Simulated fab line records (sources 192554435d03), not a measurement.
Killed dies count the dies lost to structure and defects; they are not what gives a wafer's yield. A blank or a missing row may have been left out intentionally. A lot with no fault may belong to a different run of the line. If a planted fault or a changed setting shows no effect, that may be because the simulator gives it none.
Matching of chambers :: flow n5-finfet :: rie-diel-05 running N5_SD_EPI_N_ETCHBACK_44: 4 sister chambers
The step etches SiNx in CH3F/O2, stops on SiO2, target depth 14.5 nm. 16 wafers are shown with their chamber, then 8 later ones without.

## WAFERS WITH THEIR CHAMBER
wafer: L074.1
chamber: 3
showerhead-plenum-p-Torr (Torr): 2.00
throttle-valve-pct (%): 16.59
drypump-motor-current-A (A): 5.8

wafer: L074.2
chamber: 1
showerhead-plenum-p-Torr (Torr): 2.07
throttle-valve-pct (%): 16.76
drypump-motor-current-A (A): 5.3

wafer: L074.4
chamber: 0
showerhead-plenum-p-Torr (Torr): 1.91
throttle-valve-pct (%): 16.31
drypump-motor-current-A (A): 6.0

wafer: L080.2
chamber: 1
showerhead-plenum-p-Torr (Torr): 2.07
throttle-valve-pct (%): 16.78
drypump-motor-current-A (A): 5.3

wafer: L080.3
chamber: 3
showerhead-plenum-p-Torr (Torr): 2.00
throttle-valve-pct (%): 16.62
drypump-motor-current-A (A): 5.8

wafer: L080.6
chamber: 2
showerhead-plenum-p-Torr (Torr): 2.01
throttle-valve-pct (%): 16.21
drypump-motor-current-A (A): 5.3

wafer: L081.2
chamber: 0
showerhead-plenum-p-Torr (Torr): 1.90
throttle-valve-pct (%): 16.33
drypump-motor-current-A (A): 6.0

wafer: L081.5
chamber: 0
showerhead-plenum-p-Torr (Torr): 1.90
throttle-valve-pct (%): 16.31
drypump-motor-current-A (A): 6.0

wafer: L081.6
chamber: 1
showerhead-plenum-p-Torr (Torr): 2.06
throttle-valve-pct (%): 16.81
drypump-motor-current-A (A): 5.2

wafer: L082.1
chamber: 1
showerhead-plenum-p-Torr (Torr): 2.06
throttle-valve-pct (%): 16.80
drypump-motor-current-A (A): 5.3

wafer: L082.3
chamber: 2
showerhead-plenum-p-Torr (Torr): 2.01
throttle-valve-pct (%): 16.22
drypump-motor-current-A (A): 5.3

wafer: L082.4
chamber: 0
showerhead-plenum-p-Torr (Torr): 1.90
throttle-valve-pct (%): 16.31
drypump-motor-current-A (A): 5.9

wafer: L083.1
chamber: 3
showerhead-plenum-p-Torr (Torr): 2.00
throttle-valve-pct (%): 16.63
drypump-motor-current-A (A): 5.8

wafer: L083.2
chamber: 2
showerhead-plenum-p-Torr (Torr): 2.01
throttle-valve-pct (%): 16.24
drypump-motor-current-A (A): 5.3

wafer: L083.4
chamber: 1
showerhead-plenum-p-Torr (Torr): 2.06
throttle-valve-pct (%): 16.80
drypump-motor-current-A (A): 5.3

wafer: L086.2
chamber: 2
showerhead-plenum-p-Torr (Torr): 2.01
throttle-valve-pct (%): 16.25
drypump-motor-current-A (A): 5.3

SIGNATURES (averages over the wafers above)
reading: showerhead-plenum-p-Torr
chamber 0: 1.9025
chamber 1: 2.0640
chamber 2: 2.0100
chamber 3: 2.0000
scatter within a chamber: 0.00403

reading: throttle-valve-pct
chamber 0: 16.3150
chamber 1: 16.7900
chamber 2: 16.2300
chamber 3: 16.6133
scatter within a chamber: 0.0177

reading: drypump-motor-current-A
chamber 0: 5.975
chamber 1: 5.280
chamber 2: 5.300
chamber 3: 5.800
scatter within a chamber: 0.0359
Rule: a wafer lies at a distance from a chamber equal to the root of the sum of squares, over the readings, of (its reading less the chamber's mean, divided by the reading's scatter). If the next closest chamber is less than 2 further off than the closest, the wafer can't be placed; otherwise it belongs to the closest. How the scatter is found: for the shown wafers, subtract from each reading the mean of its chamber, square and add these, divide the total by (wafers less chambers), then take the root.

## WAFERS WITH NO CHAMBER GIVEN
wafer: L086.4
showerhead-plenum-p-Torr (Torr): 1.90
throttle-valve-pct (%): 16.36
drypump-motor-current-A (A): 6.0

wafer: L086.6
showerhead-plenum-p-Torr (Torr): 2.01
throttle-valve-pct (%): 16.23
drypump-motor-current-A (A): 5.3

wafer: L091.1
showerhead-plenum-p-Torr (Torr): 1.99
throttle-valve-pct (%): 16.65
drypump-motor-current-A (A): 5.8

wafer: L091.2
showerhead-plenum-p-Torr (Torr): 2.01
throttle-valve-pct (%): 16.26
drypump-motor-current-A (A): 5.3

wafer: L091.6
showerhead-plenum-p-Torr (Torr): 1.99
throttle-valve-pct (%): 16.68
drypump-motor-current-A (A): 5.8

wafer: L096.4
showerhead-plenum-p-Torr (Torr): 1.99
throttle-valve-pct (%): 16.67
drypump-motor-current-A (A): 5.8

wafer: L096.5
showerhead-plenum-p-Torr (Torr): 2.06
throttle-valve-pct (%): 16.42
drypump-motor-current-A (A): 5.3

wafer: L096.6
showerhead-plenum-p-Torr (Torr): 1.89
throttle-valve-pct (%): 16.39
drypump-motor-current-A (A): 6.0

## WHICH CHAMBER EACH ONE RAN IN
wafer: L086.4
from the rows above: 0
in truth: 0

wafer: L086.6
from the rows above: 2
in truth: 2

wafer: L091.1
from the rows above: 3
in truth: 3

wafer: L091.2
from the rows above: 2
in truth: 2

wafer: L091.6
from the rows above: 3
in truth: 3

wafer: L096.4
from the rows above: 3
in truth: 3

wafer: L096.5
from the rows above: 2
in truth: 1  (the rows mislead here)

wafer: L096.6
from the rows above: 0
in truth: 0
Correctly placed: 7 of 8. Can't be placed from these rows: 0. Wrongly placed: 1.
